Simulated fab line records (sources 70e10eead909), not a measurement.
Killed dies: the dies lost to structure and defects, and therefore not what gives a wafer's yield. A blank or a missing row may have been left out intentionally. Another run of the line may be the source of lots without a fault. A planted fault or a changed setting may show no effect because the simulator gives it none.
fab line records    flow nand-harc
record: lots: 12  wafers: 36  last-day: 28
route steps=1159 shown HYBRID_BOND@1094 THIN_TSV@1107 END@1159
lots that met no fault: from a run of the same line without faults
start-h: hours from the record's opening day to when the first of the lot's shown wafers began    wait-h: hours from the lot's prior step to this one    " same as the row above    L1.1+2: a single row standing in for several wafers    - no value present, or no start provided    * or withheld: withheld    < > ~ a bound
route shown NAME@n: a module of which the file shows steps, and the number in the route of the first    usual: the fault-free wafers' mean and standard deviation    same: alike in all rows    chamber/n: place in a boat    sites: each site's reading    _std_site: standard deviation across them    _edge_site: inner sites' mean taken away from outer sites' mean    radius-mm: for every site, how far away it sits from the centre of the wafer    mask NAME#n: copy n    behind: the last tool/chamber to shape the wafer    hold: what put the lot on hold/how long, in hours/how the hold closed    device: transistor that didn't switch, given as n, p or np    end of line: the tests these same wafers got at the end of their route    a step without rows: its recipe alone    killed: dies lost to structure and defects at the first sort, not the wafer's yield    map: dies across one wafer; x = killed, . = not, _ = none there
set.NAME: the setting that was run; set.NAME@STEP: the one run at that earlier step    model.NAME: the simulator's own value behind a step, which no gauge read
a sample of lots followed through the steps of the route, with each step as a table and each wafer as a row
services: from which hour (start-h, from the record's first day; less than 0 if before it) a tool's chamber was out of use, for how many hours, and why
== steps ==
step: NHARC_HYBRID_BOND_ACTIVATE_00
recipe: time-s: 60  n2-flow-sccm: 200  ar-flow-sccm: 0  bias-power-w: 0  chemistry: N2
usual: drypump-motor-current-A: 5.93/0.29  oes-product-au: 1.002/0.01  rf-vpp-V: 64.2/0.94  showerhead-plenum-p-Torr: 1.79/0.072
same: time-s: 60
lot.wafer  tool         chamber  start-h  wait-h  drypump-motor-current-A  oes-product-au  rf-hours-counter-h  rf-vpp-V  showerhead-plenum-p-Torr
L621.1     rie-diel-01  2        547.54   0.1     5.97                     1.009           4                   63.0      1.87
L621.5     "            2        "        "       5.97                     1.009           -                   66.0      1.87
L621.6     "            3        "        "       5.76                     1.006           -                   64.8      1.75
L623.1     rie-diel-01  3        548.04   0.1     5.76                     1.000           5                   65.5      1.75
L623.2     "            0        "        "       6.02                     1.022           5                   64.8      1.79
L623.6     "            3        "        "       5.68                     1.007           -                   62.9      1.75
L629.1     rie-diel-01  0        549.81   0.1     6.00                     1.014           5                   64.3      1.79
L629.2     "            3        "        "       5.69                     0.998           5                   64.2      1.75
L629.5     "            0        "        "       5.99                     1.011           -                   64.3      1.79
L628.2     rie-diel-11  1        561.03   0.1     5.82                     1.000           1                   63.9      1.80
L628.3     "            0        "        "       6.05                     1.006           1                   66.1      1.88
L628.6     "            1        "        "       5.81                     1.013           -                   63.4      1.80
L631.4     rie-diel-11  1        561.52   0.1     5.83                     0.998           2                   63.7      1.80
L631.2     "            2        "        "       5.90                     0.992           2                   64.4      1.92
L631.5     "            2        "        "       5.88                     0.993           -                   64.2      1.92
L634.2     rie-diel-11  0        567.33   0.1     6.08                     1.010           3                   65.1      1.88
L634.1     "            2        "        "       5.86                     0.992           3                   64.9      1.92
L634.6     "            0        "        "       6.06                     1.009           -                   64.9      1.88
L632.1     rie-diel-11  3        591.09   0.1     5.29                     1.000           8                   63.0      1.77
L632.2     "            0        "        "       6.08                     0.996           8                   63.9      1.87
L632.6     "            2        "        "       5.86                     1.008           -                   64.3      1.92
L638.4     rie-diel-01  1        594.80   0.1     6.42                     0.996           10                  64.7      1.69
L638.6     "            2        "        "       5.99                     1.015           -                   64.4      1.87
L638.5     "            3        "        "       5.72                     0.994           -                   63.1      1.75
L642.2     rie-diel-01  0        598.03   0.1     6.00                     1.013           11                  64.1      1.79
L642.4     "            1        "        "       6.43                     0.990           11                  64.7      1.69
L642.5     "            0        "        "       6.00                     1.019           -                   64.4      1.79
L641.3     rie-diel-01  2        599.46   0.1     6.00                     1.018           10                  65.0      1.87
L641.1     "            1        "        "       6.42                     0.994           11                  63.9      1.69
L641.6     "            2        "        "       5.98                     1.014           -                   65.1      1.87
L633.3     rie-diel-01  1        613.67   0.1     6.41                     0.997           13                  64.3      1.69
L633.1     "            3        "        "       5.78                     0.996           14                  65.0      1.75
L633.5     "            2        "        "       5.98                     1.009           -                   67.0      1.87
L644.2     rie-diel-01  1        624.02   0.1     6.43                     0.998           14                  64.9      1.69
L644.1     "            2        "        "       5.99                     1.013           13                  65.1      1.87
L644.6     "            1        "        "       6.45                     1.004           -                   64.9      1.69
step: NHARC_THIN_TSV_DEP_43
recipe: target-thk-a: 13285  temp-c: withheld  pressure-torr: 6.5  rf-w: 900  teos-flow-sccm: 161.4  flow-sccm: 2650  target-thk-nm: 1328.5  gas: O2  material: SiO2
usual: chamber-pressure-Torr: 6.499/0.015  throttle-valve-pct: 15.7/0.57
lot.wafer  tool      chamber  start-h  wait-h  chamber-pressure-Torr  throttle-valve-pct
L621.1     pecvd-03  1        556.13   -       6.497                  14.8
L621.5     "         1        "        "       6.497                  14.8
L621.6     "         2        "        "       6.520                  15.4
L623.2     pecvd-03  0        560.13   -       6.508                  15.0
L623.1     "         1        "        "       6.485                  14.9
L623.6     "         0        "        "       6.486                  14.9
L629.1     pecvd-01  2        563.66   -       6.480                  15.8
L629.2     "         1        "        "       6.485                  16.3
L629.5     "         2        "        "       6.502                  16.1
L631.2     pecvd-03  0        574.98   -       6.499                  14.9
L631.5     "         0        "        "       6.495                  15.1
L631.4     "         1        "        "       6.470                  15.3
L628.3     pecvd-04  0        576.12   -       6.500                  15.3
L628.2     "         1        "        "       6.512                  15.9
L628.6     "         1        "        "       6.530                  16.0
L634.2     pecvd-01  2        579.12   -       6.490                  15.9
L634.1     "         0        "        "       6.472                  16.6
L634.6     "         1        "        "       6.519                  16.6
L632.2     pecvd-04  1        604.90   -       6.497                  15.4
L632.1     "         2        "        "       6.528                  16.5
L632.6     "         0        "        "       6.498                  15.6
L638.6     pecvd-03  2        608.65   -       6.488                  15.6
L638.5     "         0        "        "       6.520                  14.9
L638.4     "         1        "        "       6.513                  15.0
L642.2     pecvd-04  2        609.78   -       6.517                  16.6
L642.4     "         2        "        "       6.517                  16.5
L642.5     "         0        "        "       6.498                  15.4
L641.3     pecvd-04  1        611.24   -       6.491                  15.7
L641.1     "         2        "        "       6.527                  16.5
L641.6     "         0        "        "       6.509                  15.1
L633.1     pecvd-04  1        625.32   -       6.489                  15.8
L633.3     "         2        "        "       6.486                  16.6
L633.5     "         1        "        "       6.491                  15.6
L644.2     pecvd-01  0        635.73   -       6.510                  16.2
L644.1     "         1        "        "       6.494                  16.3
L644.6     "         0        "        "       6.498                  16.1
step: NHARC_THIN_TSV_ETCH_44
recipe: target-depth-a: 15942  time-s: 797.1  cf4-flow-sccm: 150  o2-flow-sccm: 10  ar-flow-sccm: 0  rf-w: 300  bias-w: 800  chemistry: CF4/O2
usual: drypump-motor-current-A: 5.7/0.55  oes-product-au: 1.003/0.0081  rf-vpp-V: 795/4.7  showerhead-plenum-p-Torr: 1.84/0.075  throttle-valve-pct: 16.915/0.0085
same: time-s: 797.1
lot.wafer  tool         chamber  start-h  wait-h  drypump-motor-current-A  oes-product-au  rf-hours-counter-h  rf-vpp-V  showerhead-plenum-p-Torr  throttle-valve-pct
L621.1     rie-diel-03  0        557.23   0.1     4.7                      0.987           10                  800       1.93                      16.908
L621.5     "            3        "        "       5.0                      1.008           -                   789       1.74                      16.925
L621.6     "            0        "        "       4.7                      0.989           -                   800       1.94                      16.924
L623.1     rie-diel-03  0        561.23   0.1     4.7                      0.999           11                  800       1.93                      16.921
L623.2     "            1        "        "       6.1                      1.019           11                  790       1.76                      16.925
L623.6     "            0        "        "       4.7                      1.009           -                   800       1.93                      16.907
L629.1     rie-diel-08  0        564.68   0.1     5.5                      0.999           7                   796       1.86                      16.908
L629.2     "            1        "        "       5.3                      0.994           7                   799       1.93                      16.914
L629.5     "            3        "        "       5.8                      1.007           -                   792       1.79                      16.922
L631.4     rie-diel-12  2        576.12   0.2     5.3                      1.002           1                   791       1.76                      16.908
L631.2     "            3        "        "       5.9                      1.000           1                   801       1.95                      16.915
L631.5     "            0        "        "       5.4                      1.014           -                   790       1.78                      16.921
L628.2     rie-diel-12  0        577.25   0.1     5.4                      1.002           2                   791       1.78                      16.929
L628.3     "            2        "        "       5.3                      1.002           1                   789       1.76                      16.929
L628.6     "            0        "        "       5.4                      1.007           -                   792       1.78                      16.907
L634.1     rie-diel-12  1        580.15   0.1     6.4                      1.004           2                   797       1.87                      16.905
L634.2     "            2        "        "       5.3                      0.994           2                   792       1.76                      16.927
L634.6     "            2        "        "       5.3                      1.015           -                   791       1.76                      16.914
L632.1     rie-diel-12  1        606.05   0.1     6.3                      1.007           5                   797       1.87                      16.901
L632.2     "            2        "        "       5.3                      0.996           5                   789       1.76                      16.920
L632.6     "            0        "        "       5.4                      0.992           -                   789       1.78                      16.919
L638.4     rie-diel-12  3        609.61   0.1     5.8                      1.004           5                   802       1.95                      16.909
L638.6     "            3        "        "       5.9                      1.004           -                   801       1.95                      16.922
L638.5     "            0        "        "       5.4                      1.350           -                   791       1.78                      16.904
L642.2     rie-diel-12  0        610.92   0.1     5.4                      1.337           7                   792       1.78                      16.913
L642.4     "            2        "        "       5.3                      1.001           6                   790       1.76                      16.923
L642.5     "            0        "        "       5.4                      1.335           -                   790       1.78                      16.917
L641.1     rie-diel-03  1        612.62   0.4     6.1                      0.998           3                   791       1.76                      16.915
L641.3     "            2        "        "       6.8                      1.001           2                   800       1.93                      16.919
L641.6     "            2        "        "       6.8                      1.002           -                   800       1.93                      16.911
L633.1     rie-diel-03  0        626.47   0.2     4.7                      1.009           4                   800       1.93                      16.922
L633.3     "            1        "        "       6.2                      1.009           5                   790       1.76                      16.914
L633.5     "            3        "        "       5.1                      0.996           -                   790       1.74                      16.926
L644.2     rie-diel-03  3        636.81   0.1     5.0                      1.009           4                   788       1.74                      16.907
L644.1     "            0        "        "       4.7                      0.995           5                   800       1.93                      16.906
L644.6     "            2        "        "       6.8                      0.991           -                   802       1.92                      16.904
step: NHARC_THIN_TSV_CD_MEAS_16
usual: cd-nm: 1000.7/2
lot.wafer  tool       chamber  start-h  wait-h  cd-nm
L621.1     cd-sem-02  -        557.89   0.1     999.0
L621.5     "          -        "        "       1000.4
L621.6     "          -        "        "       1002.0
L623.1     cd-sem-02  -        561.95   0.1     998.4
L623.2     "          -        "        "       1001.8
L623.6     "          -        "        "       1000.3
L629.1     cd-sem-02  -        565.34   0.1     1004.7
L629.2     "          -        "        "       1002.5
L629.5     "          -        "        "       1001.8
L631.2     cd-sem-02  -        576.72   0.1     997.3
L631.4     "          -        "        "       999.4
L631.5     "          -        "        "       1000.0
L628.2     cd-sem-03  -        577.91   0.1     1000.3
L628.3     "          -        "        "       1000.2
L628.6     "          -        "        "       996.8
L634.1     cd-sem-01  -        580.87   0.1     1000.6
L634.2     "          -        "        "       998.5
L634.6     "          -        "        "       1002.7
L632.1     cd-sem-02  -        606.71   0.1     1000.1
L632.2     "          -        "        "       1000.9
L632.6     "          -        "        "       997.4
L638.4     cd-sem-03  -        610.34   0.1     998.7
L638.5     "          -        "        "       1001.9
L638.6     "          -        "        "       999.4
L642.2     cd-sem-03  -        611.58   0.1     998.0
L642.4     "          -        "        "       1000.5
L642.5     "          -        "        "       1001.3
L641.1     cd-sem-03  -        613.34   0.1     1001.1
L641.3     "          -        "        "       1000.4
L641.6     "          -        "        "       998.9
L633.1     cd-sem-03  -        627.07   0.1     1001.1
L633.3     "          -        "        "       1000.2
L633.5     "          -        "        "       999.1
L644.1     cd-sem-02  -        637.47   0.1     1001.0
L644.2     "          -        "        "       1001.1
L644.6     "          -        "        "       1002.6
step: NHARC_END_SORT_01
recipe: temp-c: 25
usual: defect-limited-yield: 95.1/1.7  killed-at-array: 29/11  killed-at-other: 0.5/0.85  killed-at-periphery: 3.0/2.3  killed-dies: 33/12  killed-open: 3.3/1.9  killed-short: 2.0/1.5  sort_bin_2_pct: 1.5/0.66  sort_bin_3_pct: 0.25/0.21  sort_bin_4_pct: 3.1/1.2  sort-n-pass: 644/12  sort-rim-yield-pct: 96.7/2  sort-yield-pct: 95.1/1.7
same: gross-dies: 677  sort_bin_5_pct[%]: 0  sort_bin_6_pct[%]: 0  sort_bin_7_pct[%]: 0  sort_bin_8_pct[%]: 0  sort-rim-n-gross: 106.00
lot.wafer  tool       chamber  start-h  wait-h  defect-limited-yield[%]  killed-at-array  killed-at-other  killed-at-periphery  killed-dies  killed-open  killed-short  sort_bin_2_pct[%]  sort_bin_3_pct[%]  sort_bin_4_pct[%]  sort-n-pass  sort-rim-yield-pct[%]  sort-yield-pct[%]
L631.2     prober-02  0        608.35   2.8     95.6                     25               3                2                    30           3            1             1.0                0                  3.4                647          99.1                   95.6
L631.4     prober-02  0        609.93   3.4     93.8                     40               1                1                    42           6            4             1.9                0.44               3.8                635          97.2                   93.8
L631.5     prober-02  0        610.73   3.7     94.7                     30               2                4                    36           3            3             1.6                0.44               3.2                641          97.2                   94.7
L633.1     prober-02  0        654.24   2.5     93.2                     42               0                4                    46           7            4             3.4                0.15               3.2                631          94.3                   93.2
L633.3     prober-02  0        655.84   3.1     92.6                     47               0                3                    50           10           0             2.1                0                  5.3                627          95.3                   92.6
L633.5     prober-02  0        657.44   3.7     92.5                     49               0                2                    51           2            1             2.2                0.30               5.0                626          98.1                   92.5
killed by level:class
L631.2 A_SLIT:chamber-film-flake=14 A_CHANNEL_HOLE_D1:chamber-film-flake=5 A_STAIRCASE:chamber-film-flake=2 A_CONTACT:chamber-film-flake=2 THIN_TSV:chamber-film-flake=2 P_CONTACT:geometric-particle:open=1 P_M2:geometric-particle:open=1 A_CONTACT:geometric-particle:open=1
L631.4 A_SLIT:chamber-film-flake=19 A_CHANNEL_HOLE_D1:chamber-film-flake=7 A_CONTACT:geometric-particle:open=4 A_STAIRCASE:chamber-film-flake=2 A_CONTACT:chamber-film-flake=2 A_ONON_D1:geometric-particle:short=1 A_CHANNEL_HOLE_D1:geometric-particle:short=1 A_STAIRCASE:geometric-particle:open=1
L631.5 A_SLIT:chamber-film-flake=14 A_CHANNEL_HOLE_D1:chamber-film-flake=6 A_CONTACT:chamber-film-flake=3 P_STI:chamber-film-flake=2 THIN_TSV:chamber-film-flake=2 P_CONTACT:geometric-particle:open=1 A_CHANNEL_FILL_D1:geometric-particle:short=1 A_WL_FILL:geometric-particle:short=1
L633.1 A_SLIT:chamber-film-flake=18 A_CHANNEL_HOLE_D1:chamber-film-flake=13 A_CONTACT:chamber-film-flake=2 P_CONTACT:geometric-particle:open=1 P_M0:geometric-particle:open=1 P_M1:geometric-particle:open=1 P_M1:geometric-particle:short=1 A_ONON_D1:geometric-particle:open=1
L633.3 A_SLIT:chamber-film-flake=19 A_CHANNEL_HOLE_D1:chamber-film-flake=14 A_CONTACT:geometric-particle:open=4 A_CONTACT:chamber-film-flake=4 A_ONON_D1:geometric-particle:open=3 P_M0:geometric-particle:open=1 A_CHANNEL_FILL_D1:geometric-particle:open=1 A_WL_FILL:geometric-particle:open=1
L633.5 A_SLIT:chamber-film-flake=24 A_CHANNEL_HOLE_D1:chamber-film-flake=21 A_STAIRCASE:chamber-film-flake=2 P_CONTACT:geometric-particle:open=1 A_SGD_CUT:geometric-particle:short=1 A_CONTACT:geometric-particle:open=1 P_GATE:chamber-film-flake=1
== services ==
tool         chamber  start-h  hours  kind
rie-diel-01  0        525.30   -      clean
rie-diel-01  1        525.30   -      clean
rie-diel-01  2        525.30   -      clean
rie-diel-01  3        525.30   -      clean
rie-diel-12  0        534.48   11.5   repair
rie-diel-01  2        535.56   1.7    repair
rie-diel-11  -        544.63   9.0    pm
rie-diel-01  0        549.80   -      clean
rie-diel-01  1        549.80   -      clean
rie-diel-01  2        549.80   -      clean
rie-diel-01  3        549.80   -      clean
rie-diel-12  -        556.44   9.0    pm
pecvd-04     -        557.27   13.0   pm
rie-diel-03  -        569.30   9.0    pm
rie-diel-01  0        574.30   -      clean
rie-diel-01  1        574.30   -      clean
rie-diel-01  2        574.30   -      clean
rie-diel-01  3        574.30   -      clean
rie-diel-12  -        577.78   0.4    repair
rie-diel-08  2        584.09   5.0    repair
rie-diel-12  3        589.41   4.0    repair
rie-diel-03  2        589.53   3.5    repair
rie-diel-03  1        590.05   3.5    repair
pecvd-01     -        599.40   13.0   pm
== key ==
first-sign: step: NHARC_THIN_TSV_ETCH_44  reading: oes-product-au  direction: up  sigmas: 42  usual: 1.003  struck: 1.341
effect none on later readings
met-at NHARC_THIN_TSV_ETCH_44
struck-lots L638,L642
struck-wafers L638.5,L642.2,L642.5
not-acting-at NHARC_HYBRID_BOND_ACTIVATE_00,NHARC_THIN_TSV_DEP_43,NHARC_THIN_TSV_CD_MEAS_16
onset-between 606.05 609.61
fault: kind: process-parameter-drift  tool: rie-diel-12  chamber: 0  onset-h: 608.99  steps: NHARC_THIN_TSV_ETCH_44  channel: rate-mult  offset: 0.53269  shape: step  end-h: 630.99
